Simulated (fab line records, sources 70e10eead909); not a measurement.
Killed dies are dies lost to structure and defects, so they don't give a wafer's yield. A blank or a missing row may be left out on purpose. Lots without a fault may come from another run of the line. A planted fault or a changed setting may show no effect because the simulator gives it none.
Chamber matching | flow nand_harc | NHARC_P_ZERO_WELL_DESCUM_39 on rie_diel-03: 4 sister chambers
The step chemistry O2, time 3 s. 4 wafers are shown with their chamber, then 12 later ones without.

WAFERS WITH THEIR CHAMBER
wafer  | chamber | showerhead_plenum_p_Torr (Torr)
L086.3 | 1       | 1.85
L086.6 | 2       | 2.02
L086.2 | 0       | 1.83
L086.5 | 3       | 2.02

WAFERS WITHOUT THEIR CHAMBER
wafer  | showerhead_plenum_p_Torr (Torr)
L090.2 | 1.84
L090.5 | 1.84
L090.6 | 2.02
L093.4 | 1.84
L093.5 | 2.02
L093.6 | 2.01
L096.1 | 2.01
L096.4 | 2.01
L096.6 | 2.01
L097.3 | 1.84
L097.4 | 2.01
L097.6 | 2.01

WHICH CHAMBER EACH WENT THROUGH
wafer  | from the rows above     | in truth
L090.2 | can't be placed: 0 or 1 | 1
L090.5 | can't be placed: 0 or 1 | 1
L090.6 | can't be placed: 2 or 3 | 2
L093.4 | can't be placed: 0 or 1 | 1
L093.5 | can't be placed: 2 or 3 | 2
L093.6 | can't be placed: 2 or 3 | 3
L096.1 | can't be placed: 2 or 3 | 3
L096.4 | can't be placed: 2 or 3 | 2
L096.6 | can't be placed: 2 or 3 | 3
L097.3 | can't be placed: 0 or 1 | 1
L097.4 | can't be placed: 2 or 3 | 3
L097.6 | can't be placed: 2 or 3 | 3
Placed correctly: 0 of 12. Can't be placed from these rows: 12 (the true chamber is among the candidates in 12). Placed wrongly: 0.
How it was worked out, from the rows above alone: a wafer's distance from a chamber is the root of the sum, over the readings, of the square of ((its reading less the chamber's mean) divided by the reading's scatter). The wafer belongs to the nearest chamber; if the next one is less than 2 further off, it can't be placed. A chamber's mean is the mean of its shown wafers. The scatter: with one shown wafer a chamber, the root of the mean of the squares of how far each hidden wafer lies from its nearest shown one.
